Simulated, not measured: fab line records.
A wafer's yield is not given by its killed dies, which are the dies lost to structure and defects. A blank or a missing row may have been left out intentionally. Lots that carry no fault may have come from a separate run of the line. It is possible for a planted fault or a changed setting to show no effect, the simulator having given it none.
A struck lot beside a sound one || flow n5-finfet || 29 steps out of a route of 1938
Sound: these wafers, L868.2, L868.3, L868.6. The struck wafers were L877.1, L877.5, L877.6. The cause is given at the end.
Each step with rows lists, per side, the tool, then ch with its chambers, then its first start. Under that, the readings that differ: sound wafers || struck wafers || difference of the means || sigmas: that difference in standard deviations of wafers without a fault.
alike: readings with means less than 2 such deviations apart, plus words and numbers identical on both sides. not compared: withheld readings, readings lacking a value on some wafer, bounds such as >300 that could conceal the same value, and numbers that have no deviation in the record and whose values overlap.
Wherever a step has rows on one side only, a row that says differs or no value, or a row with sigmas, the two part there. When numbers do not overlap yet have no deviation, they are printed without sigmas and do not part them. A reading missing from all wafers of one side parts the sides only when that side holds two or more wafers.

first, 2 steps without rows for these wafers: N5_GATE_CUT_SRD_32 (time 30 s); N5_GATE_CUT_SAC_CAP_01 (material SiNx, target thk 24 nm, pulse time 1 s, ald cycles 480).
N5_GATE_CUT_PECVD_57: deposits SiNx from SiH4/NH3/N2, target thk 21 nm.
  sound on pecvd-04 ch 0,1,2, day 5 00:01; struck on pecvd-01 ch 0,1, day 7 06:33
  alike: chamber-pressure-Torr, heater-power-w, showerhead-plenum-p-Torr, throttle-valve-pct
N5_GATE_CUT_CMP_02: polishes, stops on SiO2, t overpolish 12.7 s, target thk 0 nm.
  sound on cmp-01 ch 0,1, day 5 00:06; struck on cmp-01 ch 0,2,3, day 7 06:44
  alike: motor-current-A, overpolish-run-s, time-to-endpoint-s
then, 7 steps without rows for these wafers: N5_GATE_CUT_HM_DEP_46 (deposits SiO2 from TEOS/O2, target thk 130 nm, time 26.6 s); N5_GATE_CUT_COAT_34 (time 60 s, resist thk 60 nm); N5_GATE_CUT_COAT_35 (time 60 s, resist thk 10 nm); N5_GATE_CUT_COAT_27 (time 60 s, resist thk 10 nm); N5_GATE_CUT_COAT_07 (resist thk 30 nm); N5_GATE_CUT_EBR_09; N5_GATE_CUT_SOFTBAKE_08 (time 60 s).
N5_GATE_CUT_EXPOSE_10: exposes mask GATE CUT, target cd 20 nm.
  sound on euv-scanner-02 ch 0, day 5 00:46; struck on euv-scanner-02 ch 0, day 7 07:10
{"reading": "exposure-dose-mJ-cm2", "sound": "43.11 43.06 43.11", "struck": "42.49 42.37 42.48", "difference": -0.65, "sigmas": -9}
  alike: mask
then, 2 steps without rows for these wafers: N5_GATE_CUT_PEB_11 (peb time 60 s); N5_GATE_CUT_DEVELOP_12 (develop time 30 s).
N5_GATE_CUT_CD_MEAS_13: target cd 20 nm.
  sound on cd-sem-02 ch 0, day 5 00:53; struck on cd-sem-03 ch 0, day 7 07:18
{"reading": "cd-nm (nm)", "sound": "20.19 20.51 20.29", "struck": "19.57 19.34 19.51", "difference": -0.86, "sigmas": -3}
N5_GATE_CUT_OVL_MEAS_14:
  sound on overlay-02 ch 0, day 5 00:55; struck on overlay-01 ch 0, day 7 07:20
  alike: GATE_CUT_OVL
N5_GATE_CUT_INSPECT_15: inspects for defects (brightfield).
  sound on defect-inspect-01 at day 5 00:59; struck on defect-inspect-02 at day 7 07:23
  alike: raw-defect-count
N5_GATE_CUT_DESCUM_18: chemistry O2, time 7 s.
  sound on rie-diel-04 ch 1,3, day 5 01:01; struck on rie-diel-03 ch 0,2,3, day 7 07:26
{"reading": "rf-vpp-V (V)", "sound": "245.0 245.4 243.6", "struck": "242.5 242.1 240.3", "difference": -3.0, "sigmas": -2}
{"reading": "showerhead-plenum-p-Torr (Torr)", "sound": "2.18 2.20 2.20", "struck": "2.08 2.00 1.96", "difference": -0.18, "sigmas": -2}
{"reading": "model.GATE_CUT.cd-nm (nm)", "sound": "20.4 20.2 20.4", "struck": "19.6 19.6 19.6", "difference": -0.7, "sigmas": ""}
  alike: drypump-motor-current-A, o2-flow-sccm, oes-product-au, throttle-valve-pct
  not compared: rf-hours-counter-h
N5_GATE_CUT_ETCH_28: etches underlayer in N2/H2, target depth 13 nm, time 10.4 s.
  sound on rie-diel-04 ch 1,3, day 5 01:04; struck on rie-diel-03 ch 0,2,3, day 7 07:28
{"reading": "rf-vpp-V (V)", "sound": "528.6 527.8 526.2", "struck": "524.2 521.0 519.9", "difference": -5.8, "sigmas": -2}
{"reading": "showerhead-plenum-p-Torr (Torr)", "sound": "2.65 2.64 2.64", "struck": "2.54 2.42 2.40", "difference": -0.19, "sigmas": -2}
  alike: drypump-motor-current-A, etch-rf-on-time-s, oes-product-au, throttle-valve-pct
  not compared: rf-hours-counter-h
N5_GATE_CUT_ETCH_36: etches SiARC in CF4, target depth 13 nm, time 21.7 s.
  sound on rie-diel-04 ch 1,3, day 5 01:05; struck on rie-diel-03 ch 0,2,3, day 7 07:29
{"reading": "showerhead-plenum-p-Torr (Torr)", "sound": "2.23 2.23 2.23", "struck": "2.13 2.04 2.03", "difference": -0.16, "sigmas": -2}
  alike: drypump-motor-current-A, etch-rf-on-time-s, oes-product-au, rf-vpp-V, throttle-valve-pct
  not compared: rf-hours-counter-h
then, 6 steps without rows for these wafers: N5_GATE_CUT_ETCH_37 (etches SOC in N2/H2, target depth 60 nm, overetch 12 nm, time 90 s); N5_GATE_CUT_STRIP_38 (strips in N2/H2); N5_GATE_CUT_STRIP_39 (strips in N2/H2); N5_GATE_CUT_HM_OPEN_40 (chemistry C4F6/O2, target SiO2, target depth 139 nm, time 85.1 s); N5_GATE_CUT_STRIP_41 (strips in CF4); N5_GATE_CUT_STRIP_42 (strips in O2).
N5_GATE_CUT_ETCH_19: etches SiNx in CH3F/O2, target depth 53.7 nm, time 76.7 s.
  sound on rie-diel-04 ch 1,3, day 5 01:19; struck on rie-diel-03 ch 0,2,3, day 7 07:43
{"reading": "showerhead-plenum-p-Torr (Torr)", "sound": "2.09 2.09 2.09", "struck": "1.99 1.92 1.90", "difference": -0.15, "sigmas": -2}
{"reading": "model.GATE_CUT.cd-nm (nm)", "sound": "20.4 20.4 20.4", "struck": "19.4 19.4 19.6", "difference": -0.9, "sigmas": ""}
  alike: drypump-motor-current-A, etch-rf-on-time-s, oes-product-au, rf-vpp-V, throttle-valve-pct
  not compared: rf-hours-counter-h
N5_GATE_CUT_CUT_ETCH_53: etches W in SF6/Cl2, target depth 79.2 nm.
  sound on rie-metal-02 ch 0,1, day 5 01:25; struck on rie-metal-03 ch 0, day 7 07:49
  alike: SF6_flow_sccm, drypump-motor-current-A, etch-rf-on-time-s, oes-product-au, throttle-valve-pct
  not compared: rf-hours-counter-h
-- a jump in the record: the struck wafers' starts before and after are 4 days apart (it breaks off in module GATE_CUT and resumes in module BEOL_M4, where the first step shown is number 1111 of the route) --
N5_BEOL_M4_RC_MEAS_101:
  sound on prober-01 ch 0, day 9 00:07; struck on prober-01 ch 0, day 11 05:16
{"reading": "IOFF_P (nA/um)", "sound": "0.31 0.29 0.29", "struck": "0.18 0.17 0.20", "difference": -0.11, "sigmas": -3}
{"reading": "ION_P (uA/um)", "sound": "470 471 475", "struck": "456 453 451", "difference": -19, "sigmas": -2}
{"reading": "VT_P (mV)", "sound": "-242 -242 -242", "struck": "-252 -255 -252", "difference": -11, "sigmas": -3}
  alike: DIBL_N, DIBL_P, IOFF_N, ION_N, SS_N, SS_P, VT_N

== WHERE THEY PART ==
At N5_GATE_CUT_EXPOSE_10 first; at N5_BEOL_M4_RC_MEAS_101 last (within this record only).

WHY: whatever the simulator had introduced
Process parameters drifting: euv-scanner-02 at N5_GATE_CUT_EXPOSE_10, beginning at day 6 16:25. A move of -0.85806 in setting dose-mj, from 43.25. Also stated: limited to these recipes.
